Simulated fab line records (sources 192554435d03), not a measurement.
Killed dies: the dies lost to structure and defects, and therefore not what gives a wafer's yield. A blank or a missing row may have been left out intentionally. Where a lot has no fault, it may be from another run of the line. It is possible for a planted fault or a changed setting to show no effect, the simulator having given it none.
What tool caused it? || flow n5_finfet || 24 wafers from 8 lots sampled at 5 of the route's 1938 steps

== WHAT THE GAUGES READ, wafer by wafer ==
N5_BEOL_M4_RC_MEAS_101.
{"lot": "L599", "measured": "day 9 15:41", "on": "prober-02", "DIBL_N (mV/V)": "36.4 34.4 33.3"}
{"lot": "L600", "measured": "day 10 06:55", "on": "prober-02", "DIBL_N (mV/V)": "35.5 37.3 34.8"}
{"lot": "L603", "measured": "day 10 22:46", "on": "prober-01", "DIBL_N (mV/V)": "36.2 36.9 35.3"}
{"lot": "L608", "measured": "day 12 08:23", "on": "prober-01", "DIBL_N (mV/V)": "35.5 33.3 35.3"}
{"lot": "L614", "measured": "day 13 09:16", "on": "prober-02", "DIBL_N (mV/V)": "40.8 35.1 36.6"}
{"lot": "L615", "measured": "day 14 07:06", "on": "prober-01", "DIBL_N (mV/V)": "37.4 37.4 38.9"}
{"lot": "L616", "measured": "day 14 14:19", "on": "prober-02", "DIBL_N (mV/V)": "38.1 35.2 35.7"}
{"lot": "L617", "measured": "day 14 07:49", "on": "prober-02", "DIBL_N (mV/V)": "38.0 39.0 37.8"}

== WHICH TOOL RAN EACH LOT (tool, then ch and the chambers of the sampled wafers, then the start) ==
{"lot": "L599", "N5_WELL_APT_DESCUM_13": "rie_diel-05 ch 1,2,3, day 2 14:12", "N5_WELL_APT_RTA_34": "rtp_anneal-02 ch 0, day 2 16:26", "N5_WELL_APT_EPI_41": "epi_rpcvd-03 ch 0, day 2 16:41", "N5_FIN_SAQP_ETCH_52": "rie_diel-05 ch 0,1,2, day 2 22:40"}
{"lot": "L600", "N5_WELL_APT_DESCUM_13": "rie_diel-05 ch 1,2,3, day 2 20:01", "N5_WELL_APT_RTA_34": "rtp_anneal-02 ch 0, day 2 21:58", "N5_WELL_APT_EPI_41": "epi_rpcvd-01 ch 0, day 2 22:13", "N5_FIN_SAQP_ETCH_52": "rie_diel-05 ch 0,1,2, day 3 03:43"}
{"lot": "L603", "N5_WELL_APT_DESCUM_13": "rie_diel-04 ch 2,3, day 3 13:57", "N5_WELL_APT_RTA_34": "rtp_anneal-02 ch 0, day 3 16:00", "N5_WELL_APT_EPI_41": "epi_rpcvd-03 ch 0, day 3 16:24", "N5_FIN_SAQP_ETCH_52": "rie_diel-05 ch 0,1, day 3 22:06"}
{"lot": "L608", "N5_WELL_APT_DESCUM_13": "rie_diel-04 ch 0,2,3, day 4 19:56", "N5_WELL_APT_RTA_34": "rtp_anneal-01 ch 0, day 4 22:00", "N5_WELL_APT_EPI_41": "epi_rpcvd-03 ch 0, day 4 22:29", "N5_FIN_SAQP_ETCH_52": "rie_diel-02 ch 1,2,3, day 5 05:03"}
{"lot": "L614", "N5_WELL_APT_DESCUM_13": "rie_diel-05 ch 0,1, day 6 07:58", "N5_WELL_APT_RTA_34": "rtp_anneal-02 ch 0, day 6 10:14", "N5_WELL_APT_EPI_41": "epi_rpcvd-03 ch 0, day 6 10:38", "N5_FIN_SAQP_ETCH_52": "rie_diel-05 ch 0,2,3, day 6 16:01"}
{"lot": "L615", "N5_WELL_APT_DESCUM_13": "rie_diel-04 ch 0,2,3, day 6 13:38", "N5_WELL_APT_RTA_34": "rtp_anneal-02 ch 0, day 6 15:52", "N5_WELL_APT_EPI_41": "epi_rpcvd-01 ch 0, day 6 16:07", "N5_FIN_SAQP_ETCH_52": "rie_diel-05 ch 0,2, day 6 22:32"}
{"lot": "L616", "N5_WELL_APT_DESCUM_13": "rie_diel-05 ch 0,1,2, day 6 19:46", "N5_WELL_APT_RTA_34": "rtp_anneal-02 ch 0, day 6 21:42", "N5_WELL_APT_EPI_41": "epi_rpcvd-04 ch 0, day 6 21:57", "N5_FIN_SAQP_ETCH_52": "rie_diel-04 ch 2,3, day 7 04:13"}
{"lot": "L617", "N5_WELL_APT_DESCUM_13": "rie_diel-05 ch 0,2,3, day 7 01:47", "N5_WELL_APT_RTA_34": "rtp_anneal-02 ch 0, day 7 03:54", "N5_WELL_APT_EPI_41": "epi_rpcvd-03 ch 0, day 7 04:13", "N5_FIN_SAQP_ETCH_52": "rie_diel-04 ch 1,2, day 7 10:56"}
- N5_WELL_APT_DESCUM_13: chemistry O2, time 7.9 s.
- N5_WELL_APT_RTA_34: time 10 s.
- N5_WELL_APT_EPI_41: deposits Si from SiH4/H2, target thk 50 nm, time 297.7 s.
- N5_FIN_SAQP_ETCH_52: etches SOC in N2/H2, target depth 100 nm, overetch 20 nm, time 150 s.

== THE ANSWER, worked out from the rows above alone ==
Rule: the lots themselves supply what counts as usual. Put in order of their means at a reading, lots are off if they are a third of the lots or fewer, leave a main group of 4 or more, and stand apart from it by a gap of 3 or more times the standard deviation of the main group's means; of several such gaps the widest counts. If all means in a main group match to the digits the tables above print for the reading, that group is not used. Also off: a lot with no number at a reading for which 4 or more lots have one. Any other lot the step has rows for is counted as sound.
Nothing can be told from this: no lot is off at any reading shown.

== WHAT THE SIMULATOR HAD PUT IN ==
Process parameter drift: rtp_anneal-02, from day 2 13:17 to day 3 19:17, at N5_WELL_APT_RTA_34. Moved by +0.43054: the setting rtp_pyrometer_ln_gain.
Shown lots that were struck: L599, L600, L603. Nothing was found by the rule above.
